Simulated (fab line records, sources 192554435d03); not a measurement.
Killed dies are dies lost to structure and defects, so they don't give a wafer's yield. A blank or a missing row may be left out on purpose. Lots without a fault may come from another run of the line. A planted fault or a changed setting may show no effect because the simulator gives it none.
fab line records | flow n5_finfet
record lots=11 wafers=33 last_day=19
route steps=1938 shown STI_FIN_REVEAL@184 DUMMY_GATE@215 BEOL_M4@1111 PASSIVATION@1936
lots that met no fault: from a run of the same line without faults
start_h: hours from the record's first day to the start of the lot's first wafer shown | wait_h: hours since the lot's step before | " the same as in the row above | L1.1+2: a row that stands for several wafers | - no value, or no start given | * or withheld: withheld | < > ~ a bound
route shown NAME@n: a module of which the file shows steps, and the number in the route of the first | usual: mean/standard deviation of fault-free wafers | same: alike in all rows | chamber/n: place in a boat | sites: the reading at each site | _std_site: their standard deviation | _edge_site: outer sites' mean less inner sites' | radius_mm: how far each site lies from the wafer's centre | mask NAME#n: copy n | behind: the tool/chamber that last shaped the wafer | hold: why the lot was held/for how many hours/how that ended | device: the transistor (n, p or np) that didn't switch | end of line: the same wafers' tests at the end of the route | a step without rows: its recipe alone | killed: dies lost to structure and defects at the first sort, not the wafer's yield | map: a wafer's dies, x killed, . not, _ none there
set.NAME: the setting as run; set.NAME@STEP: as run at that earlier step | model.NAME: the simulator's own value behind a step, which no gauge read
steps of the route over a sample of lots; a table a step, a row a wafer
services: from which hour (start_h, from the record's first day; less than 0 if before it) a tool's chamber was out of use, for how many hours, and why
## steps
# step N5_STI_FIN_REVEAL_ALD_14
# recipe material=Si3N4 target_thk_a=30 temp_c=400 ald_precursor_family=SiH2I2 ald_co_reactant=N2/H2-plasma pressure_torr=2
# usual heater_power_w=814/44
# columns lot.wafer tool chamber start_h wait_h heater_power_w
L447.2 ald_sin-04 0 41.03 0.0 826
L447.3 " 1 " " 803
L447.5 " 2 " " 837
L448.2 ald_sin-01 1 48.05 0.0 790
L448.4 " 3 " " 822
L448.6 " 0 " " 790
L449.1 ald_sin-01 0 54.31 0.0 766
L449.4 " 0 " " 779
L449.6 " 3 " " 821
L450.1 ald_sin-04 3 59.19 0.0 776
L450.2 " 0 " " 829
L450.4 " 2 " " 824
L452.2 ald_sin-02 0 69.46 0.0 954
L452.4 " 3 " " 876
L452.6 " 2 " " 879
L460.1 ald_sin-01 0 117.36 0.0 784
L460.2 " 2 " " 865
L460.4 " 3 " " 843
L462.1 ald_sin-02 0 129.52 0.0 905
L462.2 " 3 " " 855
L462.4 " 2 " " 871
L464.2 ald_sin-02 3 143.44 0.0 828
L464.4 " 2 " " 860
L464.6 " 2 " " 863
L466.1 ald_sin-04 0 153.57 0.0 837
L466.3 " 3 " " 767
L466.4 " 1 " " 772
L467.1 ald_sin-04 1 160.68 0.0 745
L467.3 " 3 " " 753
L467.4 " 2 " " 842
L468.1 ald_sin-02 2 167.38 0.0 881
L468.3 " 1 " " 763
L468.6 " 3 " " 823
# step N5_STI_FIN_REVEAL_OXIDATION_31
# recipe chemistry=O2_PLASMA_REMOTE temp_c=150 time_s=20 pressure_mtorr=1000 source_power_w=2000 o2_flow_sccm=3000
# usual drypump_motor_current_A=6.08/0.13 heater_power_w=138/14
# columns lot.wafer tool chamber start_h wait_h drypump_motor_current_A heater_power_w rf_hours_counter_h
L447.2 plasma_asher-01 0 49.63 0.0 6.27 125 39
L447.3 " 0 " " 6.26 124 -
L447.5 " 1 " " 5.92 155 -
L448.2 plasma_asher-02 0 56.02 0.0 6.04 120 79
L448.4 " 0 " " 6.00 124 -
L448.6 " 1 " " 6.14 146 -
L449.1 plasma_asher-02 0 62.35 0.1 6.02 124 82
L449.4 " 1 " " 6.13 144 -
L449.6 " 1 " " 6.15 148 -
L450.1 plasma_asher-02 0 67.27 0.0 5.98 123 85
L450.2 " 1 " " 6.12 146 85
L450.4 " 0 " " 5.99 121 -
L452.2 plasma_asher-01 0 77.49 0.0 6.27 122 40
L452.4 " 0 " " 6.26 121 -
L452.6 " 0 " " 6.26 123 -
L460.1 plasma_asher-02 0 125.35 0.0 6.01 122 98
L460.2 " 1 " " 6.14 144 98
L460.4 " 0 " " 6.01 124 -
L462.1 plasma_asher-02 0 137.54 0.0 6.03 127 101
L462.2 " 1 " " 6.13 146 101
L462.4 " 0 " " 6.04 124 -
L464.2 plasma_asher-01 0 151.89 0.2 6.26 127 50
L464.4 " 0 " " 6.24 121 -
L464.6 " 1 " " 5.91 151 -
L466.1 plasma_asher-01 0 161.61 0.1 6.25 123 55
L466.3 " 0 " " 6.25 121 -
L466.4 " 1 " " 5.89 155 -
L467.1 plasma_asher-01 0 170.35 0.1 6.22 127 57
L467.3 " 1 " " 5.98 154 -
L467.4 " 0 " " 6.23 124 -
L468.1 plasma_asher-01 0 175.55 0.0 6.24 121 58
L468.3 " 1 " " 5.97 156 -
L468.6 " 0 " " 6.24 122 -
# step N5_STI_FIN_REVEAL_FIN_H_MEAS_10
# usual trench_depth_nm=52.2/0.88
# columns lot.wafer tool chamber start_h wait_h trench_depth_nm
L447.2 ocd-02 - 50.18 0.0 53.2
L447.3 " - " " 52.7
L447.5 " - " " 52.2
L448.2 ocd-01 - 56.57 0.0 51.6
L448.4 " - " " 53.1
L448.6 " - " " 53.7
L449.1 ocd-02 - 62.91 0.0 52.3
L449.4 " - " " 51.9
L449.6 " - " " 50.2
L450.1 ocd-02 - 67.82 0.0 50.9
L450.2 " - " " 50.0
L450.4 " - " " 50.4
L452.2 ocd-02 - 78.05 0.0 53.6
L452.4 " - " " 52.3
L452.6 " - " " 51.1
L460.1 ocd-01 - 125.90 0.0 52.9
L460.2 " - " " 52.4
L460.4 " - " " 51.4
L462.1 ocd-02 - 138.08 0.0 52.8
L462.2 " - " " 50.9
L462.4 " - " " 50.5
L464.2 ocd-01 - 152.46 0.0 51.9
L464.4 " - " " 53.4
L464.6 " - " " 53.1
L466.1 ocd-02 - 162.16 0.0 52.8
L466.3 " - " " 52.9
L466.4 " - " " 53.0
L467.1 ocd-02 - 170.89 0.0 52.9
L467.3 " - " " 52.8
L467.4 " - " " 52.6
L468.1 ocd-02 - 176.09 0.0 51.6
L468.3 " - " " 52.6
L468.6 " - " " 53.3
# step N5_DUMMY_GATE_CVD_03
# recipe material=a-Si target_thk_a=1500 temp_c=530 precursor=SiH4 time_s=8042
# usual spike_tc_lower_C=529.2/1
# columns lot.wafer tool chamber start_h wait_h spike_tc_lower_C
L447.2 lpcvd-02 1/70 50.47 0.1 528.7
L447.3 " 1/75 " " 528.7
L447.5 " 1/84 " " 528.7
L448.2 lpcvd-02 1/20 57.07 0.1 529.8
L448.4 " 1/29 " " 529.8
L448.6 " 1/39 " " 529.8
L449.1 lpcvd-02 0/90 63.21 0.1 529.9
L449.4 " 0/104 " " 529.9
L449.6 " 0/114 " " 529.9
L450.1 lpcvd-02 1/65 68.11 0.1 529.2
L450.2 " 1/70 " " 529.2
L450.4 " 1/79 " " 529.2
L452.2 lpcvd-02 1/95 78.33 0.1 529.7
L452.4 " 1/104 " " 529.7
L452.6 " 1/114 " " 529.7
L460.1 lpcvd-01 1/65 126.21 0.1 530.6
L460.2 " 1/70 " " 530.6
L460.4 " 1/79 " " 530.6
L462.1 lpcvd-01 1/15 138.39 0.1 530.7
L462.2 " 1/20 " " 530.7
L462.4 " 1/29 " " 530.7
L464.2 lpcvd-01 0/95 152.78 0.1 528.4
L464.4 " 0/104 " " 528.4
L464.6 " 0/114 " " 528.4
L466.1 lpcvd-01 0/15 162.84 0.1 528.6
L466.3 " 0/25 " " 528.6
L466.4 " 0/29 " " 528.6
L467.1 lpcvd-01 0/65 171.18 0.1 527.9
L467.3 " 0/75 " " 527.9
L467.4 " 0/79 " " 527.9
L468.1 lpcvd-02 0/65 176.39 0.1 530.2
L468.3 " 0/75 " " 530.2
L468.6 " 0/89 " " 530.2
# step N5_DUMMY_GATE_THK_MEAS_05
# usual thk_nm=72.1/1.2
# columns lot.wafer tool chamber start_h wait_h thk_nm
L447.2 film_metro-02 - 54.46 0.1 73.8
L447.3 " - " " 72.0
L447.5 " - " " 71.7
L448.2 film_metro-02 - 61.05 0.1 73.0
L448.4 " - " " 72.2
L448.6 " - " " 73.3
L449.1 film_metro-01 - 67.18 0.1 71.7
L449.4 " - " " 71.6
L449.6 " - " " 70.3
L450.1 film_metro-02 - 72.10 0.1 70.4
L450.2 " - " " 72.8
L450.4 " - " " 72.7
L452.2 film_metro-01 - 82.31 0.2 66.8
L452.4 " - " " 66.7
L452.6 " - " " 66.4
L460.1 film_metro-02 - 130.18 0.2 73.7
L460.2 " - " " 72.8
L460.4 " - " " 72.2
L462.1 film_metro-01 - 142.41 0.2 71.2
L462.2 " - " " 72.2
L462.4 " - " " 74.0
L464.2 film_metro-02 - 156.77 0.1 70.6
L464.4 " - " " 73.9
L464.6 " - " " 72.9
L466.1 film_metro-01 - 166.81 0.1 71.2
L466.3 " - " " 70.3
L466.4 " - " " 71.6
L467.1 film_metro-01 - 176.98 0.1 71.6
L467.3 " - " " 73.9
L467.4 " - " " 71.7
L468.1 film_metro-02 - 180.37 0.2 74.2
L468.3 " - " " 73.8
L468.6 " - " " 72.9
# step N5_BEOL_M4_RC_MEAS_101
# usual DIBL_N=36.1/1.6 DIBL_P=35.8/2 IOFF_N=0.157/0.029 IOFF_P=0.21/0.034 ION_N=677/13 ION_P=465/8.1 SS_N=71.3/0.61 SS_P=73.2/0.65 VT_N=249/3.3 VT_P=-250/3.2
# columns lot.wafer tool chamber start_h wait_h DIBL_N[mV/V] DIBL_P[mV/V] IOFF_N[nA/um] IOFF_P[nA/um] ION_N[uA/um] ION_P[uA/um] SS_N[mV/dec] SS_P[mV/dec] VT_N[mV] VT_P[mV]
L447.2 prober-02 0 211.29 0.2 40.0 39.3 0.244 0.29 701 475 72.2 74.9 244 -246
L447.3 " 0 " " 35.2 33.5 0.147 0.18 679 459 70.7 73.0 249 -251
L447.5 " 0 " " 35.3 33.8 0.142 0.19 672 459 71.1 73.3 251 -251
L448.2 prober-01 0 217.49 0.2 33.4 31.8 0.111 0.16 658 455 70.3 72.7 254 -255
L448.4 " 0 " " 35.9 34.4 0.152 0.20 693 473 70.8 72.9 248 -249
L448.6 " 0 " " 33.6 31.7 0.112 0.16 679 467 70.9 72.5 253 -254
L449.1 prober-01 0 229.16 0.0 36.8 34.7 0.162 0.22 686 473 71.3 73.4 246 -247
L449.4 " 0 " " 36.6 35.0 0.168 0.23 684 465 71.1 73.3 245 -246
L449.6 " 0 " " 37.4 35.3 0.169 0.23 670 464 71.2 72.9 247 -248
L450.1 prober-02 0 232.10 0.0 36.2 36.1 0.169 0.23 684 462 71.8 73.3 250 -249
L450.2 " 0 " " 38.4 37.5 0.224 0.26 684 466 72.4 74.9 246 -246
L450.4 " 0 " " 38.0 37.2 0.212 0.26 685 470 72.3 74.6 244 -248
L460.1 prober-01 0 276.90 0.0 38.0 38.6 0.177 0.21 685 464 71.6 73.8 247 -251
L460.2 " 0 " " 34.2 34.1 0.116 0.15 669 459 70.7 71.3 253 -256
L460.4 " 0 " " 36.3 35.9 0.141 0.18 666 455 71.8 72.8 254 -251
L462.1 prober-01 0 307.68 0.1 36.0 36.3 0.141 0.21 678 466 71.5 74.2 252 -247
L462.2 " 0 " " 36.1 35.9 0.144 0.22 670 460 71.0 73.0 250 -248
L462.4 " 0 " " 35.5 35.3 0.136 0.21 664 463 71.3 73.2 253 -248
L464.2 prober-01 0 315.69 0.2 36.5 35.9 0.157 0.23 671 466 71.4 72.8 248 -249
L464.4 " 0 " " 35.2 34.7 0.133 0.21 681 476 70.9 72.9 253 -249
L464.6 " 0 " " 34.0 34.3 0.127 0.20 683 477 71.1 72.5 251 -251
L466.1 prober-02 0 321.63 0.0 36.3 36.8 0.149 0.21 681 467 71.3 72.9 248 -253
L466.3 " 0 " " 34.6 35.0 0.125 0.17 665 463 71.1 73.0 251 -256
L466.4 " 0 " " 37.7 38.3 0.171 0.22 680 469 71.8 73.6 250 -250
L467.1 prober-02 0 325.05 0.0 37.0 38.1 0.190 0.24 696 478 70.9 74.2 244 -249
L467.3 " 0 " " 38.2 39.0 0.210 0.25 696 474 71.6 73.7 242 -248
L467.4 " 0 " " 36.7 37.3 0.182 0.23 685 468 71.7 73.2 248 -246
L468.1 prober-02 0 342.88 0.0 37.4 38.5 0.181 0.25 683 464 72.0 73.1 248 -249
L468.3 " 0 " " 37.5 37.4 0.181 0.24 694 476 72.1 73.9 246 -248
L468.6 " 0 " " 36.9 37.8 0.172 0.24 696 480 71.8 73.8 249 -249
# step N5_PASSIVATION_PROBE_49
# usual killed_at_M0_to_M3=33/11 killed_at_M4_up=14/5 killed_at_contacts=11/7.3 killed_at_front_end=43/12 killed_at_other=4/3.1 killed_dies=106/17 killed_on_rim=14/3.8 killed_open=69/13 killed_short=34/8.7
# same gross_dies=1180 killed_at_back_side=0
# columns lot.wafer tool chamber start_h wait_h killed_at_M0_to_M3 killed_at_M4_up killed_at_contacts killed_at_front_end killed_at_other killed_dies killed_on_rim killed_open killed_short
L447.2 prober-01 - 321.58 0.1 46 19 15 38 4 122 17 82 37
L447.3 prober-01 - 321.63 0.1 33 20 14 30 3 100 15 52 46
L447.5 prober-01 - 321.73 0.2 32 11 14 45 9 111 17 73 37
L448.2 prober-02 - 326.89 0.1 26 9 9 37 9 90 7 66 24
L448.4 prober-02 - 326.99 0.2 26 9 9 45 5 94 12 66 28
L448.6 prober-02 - 327.09 0.3 32 16 7 43 5 103 16 70 28
L449.1 prober-01 - 336.56 0.0 41 12 15 36 11 115 16 73 33
L449.4 prober-01 - 336.71 0.2 42 15 19 50 8 134 14 85 46
L449.6 prober-01 - 336.81 0.3 32 15 30 41 8 126 17 81 36
L452.2 prober-02 - 346.11 0.1 32 14 12 1121 1 1180 152 49 39
L452.4 prober-02 - 346.21 0.2 28 11 14 1124 3 1180 152 60 53
L452.6 prober-02 - 346.31 0.3 24 3 16 1136 1 1180 152 44 43
L450.1 prober-02 - 348.55 0.0 31 10 3 42 0 86 12 49 36
L450.2 prober-02 - 348.60 0.1 44 14 6 37 1 102 19 52 44
L450.4 prober-02 - 348.70 0.2 35 10 9 32 2 88 15 58 23
L460.1 prober-01 - 389.84 0.0 34 10 5 52 1 102 13 71 30
L460.2 prober-01 - 389.89 0.1 16 22 11 70 8 127 26 88 33
L460.4 prober-01 - 389.99 0.2 39 11 11 63 11 135 18 88 40
L462.1 prober-02 - 425.35 0.0 27 18 19 61 1 126 13 87 38
L462.2 prober-02 - 425.40 0.1 52 16 9 43 4 124 25 77 46
L462.4 prober-02 - 425.50 0.2 21 19 15 36 7 98 13 67 29
L466.1 prober-02 - 430.29 0.0 27 17 8 33 3 88 12 61 24
L466.3 prober-02 - 430.39 0.1 48 21 1 40 1 111 21 60 43
L466.4 prober-02 - 430.44 0.2 18 17 13 42 9 99 17 60 38
L467.1 prober-02 - 438.49 0.0 25 9 7 29 3 73 13 49 22
L467.3 prober-02 - 438.59 0.1 25 12 7 32 4 80 10 54 26
L467.4 prober-02 - 438.64 0.2 38 12 7 33 3 93 12 69 23
L464.2 prober-01 - 444.63 0.1 35 11 4 31 3 84 17 51 32
L464.4 prober-01 - 444.73 0.2 43 14 4 26 3 90 9 56 33
L464.6 prober-01 - 444.83 0.3 43 17 15 36 9 120 13 82 38
L468.1 prober-01 - 450.79 0.0 24 26 17 40 4 111 14 72 36
L468.3 prober-01 - 450.89 0.1 28 22 6 38 7 101 15 62 28
L468.6 prober-01 - 451.04 0.3 35 24 17 57 3 136 18 83 51
# killed by level:class
L447.2 MOL_CONTACT_COAG:geometric_particle:open=13 BEOL_M4:geometric_particle:open=12 BEOL_M2:geometric_particle:open=10 BEOL_M0_SAQP:geometric_particle:open=8 GATE_CUT:geometric_particle:short=7 BEOL_M0_SAQP:geometric_particle:short=7 FIN_SAQP:geometric_particle:open=6 BEOL_M3:geometric_particle:open=6
L447.3 BEOL_M4:geometric_particle:open=12 FIN_SAQP:geometric_particle:short=9 MOL_CONTACT_COAG:geometric_particle:open=9 BEOL_M0_SAQP:geometric_particle:short=8 FIN_SAQP:geometric_particle:open=6 BEOL_M0_SAQP:geometric_particle:open=6 BEOL_M0:geometric_particle:short=5 STARTING-WAFER:geometric_particle:short=5
L447.5 STI_FIN_REVEAL:geometric_particle:open=13 MOL_CONTACT_COAG:geometric_particle:open=9 BEOL_M0_SAQP:geometric_particle:open=6 BEOL_M0_SAQP:geometric_particle:short=6 DUMMY_GATE:geometric_particle:open=5 GATE_CUT:geometric_particle:open=5 STARTING-WAFER:geometric_particle:open=5 FIN_SAQP:geometric_particle:short=4
L448.2 STI_FIN_REVEAL:geometric_particle:open=11 BEOL_M1:geometric_particle:open=11 MOL_CONTACT_COAG:geometric_particle:open=9 FIN_SAQP:geometric_particle:open=7 BEOL_M0_SAQP:geometric_particle:open=7 FIN_SAQP:geometric_particle:short=5 GATE_CUT:geometric_particle:open=3 STARTING-WAFER:geometric_particle:open=3
L448.4 STI_FIN_REVEAL:geometric_particle:open=18 MOL_CONTACT_COAG:geometric_particle:open=8 BEOL_M1:geometric_particle:open=6 BEOL_M0_SAQP:geometric_particle:open=6 BEOL_M0_SAQP:geometric_particle:short=6 FIN_SAQP:geometric_particle:open=5 FIN_SAQP:geometric_particle:short=4 GATE_CUT:geometric_particle:open=3
L448.6 FIN_SAQP:geometric_particle:open=13 BEOL_M1:geometric_particle:open=9 BEOL_M0_SAQP:geometric_particle:open=8 MOL_CONTACT_COAG:geometric_particle:open=6 BEOL_M2:geometric_particle:open=6 FIN_SAQP:geometric_particle:short=5 GATE_CUT:geometric_particle:short=5 STARTING-WAFER:geometric_particle:short=5
L449.1 MOL_CONTACT_COAG:geometric_particle:open=14 BEOL_M2:geometric_particle:open=9 FIN_SAQP:geometric_particle:short=8 BEOL_M0_SAQP:geometric_particle:open=8 BEOL_M0_SAQP:geometric_particle:short=7 PASSIVATION:area_etch=7 FIN_SAQP:geometric_particle:open=6 STI_FIN_REVEAL:geometric_particle:open=5
L449.4 MOL_CONTACT_COAG:geometric_particle:open=13 FIN_SAQP:geometric_particle:open=12 BEOL_M1:geometric_particle:short=12 FIN_SAQP:geometric_particle:short=10 STI_FIN_REVEAL:geometric_particle:open=10 BEOL_M1:geometric_particle:open=8 BEOL_M3:geometric_particle:open=5 DUMMY_GATE:geometric_particle:open=4
L449.6 MOL_CONTACT_COAG:geometric_particle:open=20 MOL_CONTACT_COAG:geometric_particle:short=10 STI_FIN_REVEAL:geometric_particle:open=9 BEOL_M1:geometric_particle:open=9 BEOL_M4:geometric_particle:open=9 HKMG_FIN:area_etch=6 FIN_SAQP:geometric_particle:short=5 STI_FIN_REVEAL:geometric_particle:short=5
L452.2 DUMMY_GATE:area_cvd=1092 FIN_SAQP:geometric_particle:short=10 BEOL_M0_SAQP:geometric_particle:open=10 MOL_CONTACT_COAG:geometric_particle:open=9 BEOL_M0_SAQP:geometric_particle:short=9 FIN_SAQP:geometric_particle:open=5 GATE_CUT:geometric_particle:short=5 BEOL_M3:geometric_particle:open=5
L452.4 DUMMY_GATE:area_cvd=1067 STI_FIN_REVEAL:geometric_particle:open=14 FIN_SAQP:geometric_particle:short=9 MOL_CONTACT_COAG:geometric_particle:short=8 BEOL_M1:geometric_particle:open=7 GATE_CUT:geometric_particle:short=7 STARTING-WAFER:geometric_particle:short=7 MOL_CONTACT_COAG:geometric_particle:open=6
L452.6 DUMMY_GATE:area_cvd=1093 FIN_SAQP:geometric_particle:short=16 FIN_SAQP:geometric_particle:open=10 MOL_CONTACT_COAG:geometric_particle:open=10 MOL_CONTACT_COAG:geometric_particle:short=6 BEOL_M0_SAQP:geometric_particle:open=5 BEOL_M0_SAQP:geometric_particle:short=5 BEOL_M2:geometric_particle:open=5
L450.1 STI_FIN_REVEAL:geometric_particle:open=16 BEOL_M3:geometric_particle:open=7 GATE_CUT:geometric_particle:short=6 BEOL_M0_SAQP:geometric_particle:short=6 DUMMY_GATE:geometric_particle:open=4 BEOL_M0_SAQP:geometric_particle:open=4 FIN_SAQP:geometric_particle:short=3 STI_FIN_REVEAL:geometric_particle:short=3
L450.2 GATE_CUT:geometric_particle:short=10 BEOL_M3:geometric_particle:open=9 BEOL_M0_SAQP:geometric_particle:open=9 BEOL_M0_SAQP:geometric_particle:short=8 BEOL_M1:geometric_particle:open=7 BEOL_M2:geometric_particle:open=5 BEOL_M3:geometric_particle:short=5 FIN_SAQP:geometric_particle:open=4
L450.4 BEOL_M2:geometric_particle:open=11 BEOL_M3:geometric_particle:open=9 MOL_CONTACT_COAG:geometric_particle:open=6 BEOL_M2:geometric_particle:short=6 FIN_SAQP:geometric_particle:open=5 DUMMY_GATE:geometric_particle:open=5 BEOL_M0_SAQP:geometric_particle:short=5 HKMG_FIN:area_etch=5
L460.1 STI_FIN_REVEAL:geometric_particle:open=21 FIN_SAQP:geometric_particle:short=12 FIN_SAQP:geometric_particle:open=9 BEOL_M2:geometric_particle:open=8 BEOL_M0_SAQP:geometric_particle:open=6 BEOL_M3:geometric_particle:open=6 BEOL_M0:geometric_particle:open=4 STI_FIN_REVEAL:geometric_particle:short=3
L460.2 STI_FIN_REVEAL:geometric_particle:open=26 FIN_SAQP:geometric_particle:open=17 MOL_CONTACT_COAG:geometric_particle:open=8 FIN_SAQP:geometric_particle:short=7 STI_FIN_REVEAL:geometric_particle:short=7 BEOL_M4:geometric_particle:open=6 BEOL_M5:geometric_particle:open=5 BEOL_M0_SAQP:geometric_particle:open=4
L460.4 STI_FIN_REVEAL:geometric_particle:open=23 FIN_SAQP:geometric_particle:open=16 BEOL_M0_SAQP:geometric_particle:open=12 FIN_SAQP:geometric_particle:short=11 MOL_CONTACT_COAG:geometric_particle:open=9 BEOL_M2:geometric_particle:open=7 BEOL_M3:geometric_particle:open=5 BEOL_M4:geometric_particle:open=4
L462.1 MOL_CONTACT_COAG:geometric_particle:open=19 FIN_SAQP:geometric_particle:open=17 FIN_SAQP:geometric_particle:short=14 BEOL_M5:geometric_particle:open=7 DUMMY_GATE:geometric_particle:open=6 BEOL_M3:geometric_particle:short=5 STI_FIN_REVEAL:geometric_particle:open=5 GATE_CUT:geometric_particle:open=5
L462.2 BEOL_M1:geometric_particle:open=15 STI_FIN_REVEAL:geometric_particle:open=13 BEOL_M0_SAQP:geometric_particle:short=12 BEOL_M3:geometric_particle:open=12 GATE_CUT:geometric_particle:short=10 MOL_CONTACT_COAG:geometric_particle:open=8 BEOL_M5:geometric_particle:open=8 FIN_SAQP:geometric_particle:short=6
L462.4 MOL_CONTACT_COAG:geometric_particle:open=12 STI_FIN_REVEAL:geometric_particle:open=10 BEOL_M3:geometric_particle:open=6 BEOL_M4:geometric_particle:open=6 BEOL_M0_SAQP:geometric_particle:short=5 MIM_TOP:geometric_particle:open=5 FIN_SAQP:geometric_particle:short=4 FIN_SAQP:geometric_particle:open=4
L466.1 BEOL_M4:geometric_particle:open=9 BEOL_M2:geometric_particle:open=8 STI_FIN_REVEAL:geometric_particle:open=6 DUMMY_GATE:geometric_particle:open=6 BEOL_M3:geometric_particle:open=6 MOL_CONTACT_COAG:geometric_particle:open=6 FIN_SAQP:geometric_particle:short=4 FIN_SAQP:geometric_particle:open=3
L466.3 BEOL_M0_SAQP:geometric_particle:short=17 BEOL_M2:geometric_particle:open=14 DUMMY_GATE:geometric_particle:open=10 FIN_SAQP:geometric_particle:short=8 BEOL_M4:geometric_particle:open=8 BEOL_M0_SAQP:geometric_particle:open=7 FIN_SAQP:geometric_particle:open=5 HKMG_FIN:area_etch=5
L466.4 FIN_SAQP:geometric_particle:short=13 MOL_CONTACT_COAG:geometric_particle:open=11 BEOL_M4:geometric_particle:open=9 STI_FIN_REVEAL:geometric_particle:open=8 GATE_CUT:geometric_particle:short=6 STARTING-WAFER:geometric_particle:open=4 BEOL_M3:geometric_particle:open=4 BEOL_M4:geometric_particle:short=4
L467.1 BEOL_M0_SAQP:geometric_particle:open=6 BEOL_M2:geometric_particle:open=6 DUMMY_GATE:geometric_particle:open=5 BEOL_M0_SAQP:geometric_particle:short=5 BEOL_M3:geometric_particle:open=5 MOL_CONTACT_COAG:geometric_particle:open=4 STARTING-WAFER:geometric_particle:open=4 FIN_SAQP:geometric_particle:short=3
L467.3 BEOL_M4:geometric_particle:open=8 STI_FIN_REVEAL:geometric_particle:open=6 BEOL_M3:geometric_particle:open=6 FIN_SAQP:geometric_particle:short=5 DUMMY_GATE:geometric_particle:open=5 MOL_CONTACT_COAG:geometric_particle:open=5 BEOL_M0_SAQP:geometric_particle:open=5 BEOL_M1:geometric_particle:open=5
L467.4 BEOL_M2:geometric_particle:open=10 BEOL_M4:geometric_particle:open=8 BEOL_M0_SAQP:geometric_particle:short=8 STI_FIN_REVEAL:geometric_particle:open=7 BEOL_M0_SAQP:geometric_particle:open=7 FIN_SAQP:geometric_particle:open=6 MOL_CONTACT_COAG:geometric_particle:open=6 DUMMY_GATE:geometric_particle:open=5
L464.2 BEOL_M1:geometric_particle:open=12 BEOL_M0_SAQP:geometric_particle:short=11 STI_FIN_REVEAL:geometric_particle:open=7 BEOL_M0_SAQP:geometric_particle:open=5 STARTING-WAFER:geometric_particle:short=4 FIN_SAQP:geometric_particle:short=3 FIN_SAQP:geometric_particle:open=3 MOL_CONTACT_COAG:geometric_particle:short=3
L464.4 BEOL_M0_SAQP:geometric_particle:short=9 BEOL_M0_SAQP:geometric_particle:open=8 BEOL_M1:geometric_particle:open=7 BEOL_M4:geometric_particle:open=7 BEOL_M2:geometric_particle:open=6 STI_FIN_REVEAL:geometric_particle:open=4 BEOL_M3:geometric_particle:open=4 FIN_SAQP:geometric_particle:short=3
L464.6 MOL_CONTACT_COAG:geometric_particle:open=13 BEOL_M0_SAQP:geometric_particle:open=13 BEOL_M0_SAQP:geometric_particle:short=11 BEOL_M4:geometric_particle:open=9 STI_FIN_REVEAL:geometric_particle:open=8 FIN_SAQP:geometric_particle:open=7 GATE_CUT:geometric_particle:short=7 BEOL_M1:geometric_particle:open=7
L468.1 MOL_CONTACT_COAG:geometric_particle:open=16 FIN_SAQP:geometric_particle:short=9 BEOL_M4:geometric_particle:open=8 BEOL_M5:geometric_particle:open=7 FIN_SAQP:geometric_particle:open=5 STI_FIN_REVEAL:geometric_particle:open=5 BEOL_M0_SAQP:geometric_particle:open=5 BEOL_M0_SAQP:geometric_particle:short=5
L468.3 BEOL_M2:geometric_particle:open=8 BEOL_M5:geometric_particle:open=8 HKMG_FIN:area_etch=8 BEOL_M0_SAQP:geometric_particle:open=7 STI_FIN_REVEAL:geometric_particle:open=6 BEOL_M0_SAQP:geometric_particle:short=5 BEOL_M4:geometric_particle:open=5 FIN_SAQP:geometric_particle:short=4
L468.6 BEOL_M2:geometric_particle:open=10 FIN_SAQP:geometric_particle:open=9 MOL_CONTACT_COAG:geometric_particle:short=9 FIN_SAQP:geometric_particle:short=8 MOL_CONTACT_COAG:geometric_particle:open=8 BEOL_M0_SAQP:geometric_particle:open=8 BEOL_M5:geometric_particle:open=8 BEOL_M4:geometric_particle:open=7
## services
# columns tool chamber start_h hours kind
ald_sin-02 1 53.33 12.5 repair
plasma_asher-01 - 53.54 17.2 repair
ald_sin-02 1 67.11 - calibration
ald_sin-02 - 85.41 14.0 pm
ald_sin-02 0 85.41 14.0 vent_cycle
ald_sin-02 1 85.41 14.0 vent_cycle
ald_sin-02 2 85.41 14.0 vent_cycle
ald_sin-02 3 85.41 14.0 vent_cycle
plasma_asher-01 - 85.42 2.8 pm
plasma_asher-01 - 95.43 3.5 repair
ald_sin-02 0 99.41 - clean
ald_sin-02 1 99.41 - clean
ald_sin-02 2 99.41 - clean
ald_sin-02 3 99.41 - clean
plasma_asher-01 - 128.60 21.9 repair
plasma_asher-02 - 150.53 14.6 pm
plasma_asher-02 - 169.99 1.7 repair
## key
first_sign step=N5_DUMMY_GATE_THK_MEAS_05 reading=thk_nm direction=down sigmas=4.5 usual=* struck=*
effect step=N5_PASSIVATION_PROBE_49 reading=killed_at_front_end direction=up sigmas=93 usual=43 struck=1127
more_kills_born_at N5_DUMMY_GATE_CVD_03@lpcvd-02=3252
met_at N5_DUMMY_GATE_CVD_03
struck_lots L452
later_rows_left_out L452.2,L452.4,L452.6
tester_left_out L452
not_acting_at N5_STI_FIN_REVEAL_ALD_14,N5_STI_FIN_REVEAL_OXIDATION_31,N5_STI_FIN_REVEAL_FIN_H_MEAS_10
onset_between 68.11 78.33
fault kind=process_parameter_drift tool=lpcvd-02 chamber=- onset_h=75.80 steps=N5_DUMMY_GATE_CVD_03 channel=time_s offset=* shape=step end_h=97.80 acts_in=* stated=*
# tester_left_out: of these lots the tester's yield and bins aren't shown, on N5 and GAA mostly nor the transistor test; their killed dies are dies lost to structure and defects alone, not to doping, threshold or leakage, so they don't give the yield
# later_rows_left_out: the simulator's readings of these wafers behind a module that went badly wrong aren't trusted and aren't shown, but for the sort
